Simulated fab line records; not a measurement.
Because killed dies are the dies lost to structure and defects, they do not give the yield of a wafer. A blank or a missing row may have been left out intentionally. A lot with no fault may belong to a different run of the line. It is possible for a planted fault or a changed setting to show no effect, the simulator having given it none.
Which tool was responsible? || flow nand_harc || route of 1159 steps, sampled at 1 step: 6 lots, 18 wafers

WHAT THE GAUGES READ, wafer by wafer
NHARC_HYBRID_BOND_INSPECT_06: inspects for defects (ir void).
{"lot": "L613", "measured": "day 18 20:46", "on": "defect_inspect-02", "raw_defect_count": "18 15 16"}
{"lot": "L615", "measured": "day 19 10:45", "on": "defect_inspect-02", "raw_defect_count": "37 43 28"}
{"lot": "L622", "measured": "day 20 06:16", "on": "defect_inspect-01", "raw_defect_count": "36 33 43"}
{"lot": "L620", "measured": "day 20 16:08", "on": "defect_inspect-01", "raw_defect_count": "12 12 13"}
{"lot": "L623", "measured": "day 21 00:49", "on": "defect_inspect-01", "raw_defect_count": "34 30 33"}
{"lot": "L635", "measured": "day 24 01:10", "on": "defect_inspect-02", "raw_defect_count": "53 57 43"}

TOOL THAT RAN EACH LOT (tool first, then ch and the chambers of the sampled wafers, then the start)
No process step before these readings appears in the record.

THE ANSWER, worked out from the rows above alone
Rule: what is usual is taken from the lots themselves. Put in order of their means at a reading, lots are off if they are a third of the lots or fewer, leave a main group of 4 or more, and stand apart from it by a gap of 3 or more times the standard deviation of the main group's means; of several such gaps the widest counts. If all means in a main group match to the digits the tables above print for the reading, that group is not used. A lot without any number at a reading at which 4 lots or more have one is off too. All remaining lots with rows at the step are treated as sound.
Across all readings shown, no lot is off: no conclusion can be drawn from this.

WHAT THE SIMULATOR HAD INSERTED
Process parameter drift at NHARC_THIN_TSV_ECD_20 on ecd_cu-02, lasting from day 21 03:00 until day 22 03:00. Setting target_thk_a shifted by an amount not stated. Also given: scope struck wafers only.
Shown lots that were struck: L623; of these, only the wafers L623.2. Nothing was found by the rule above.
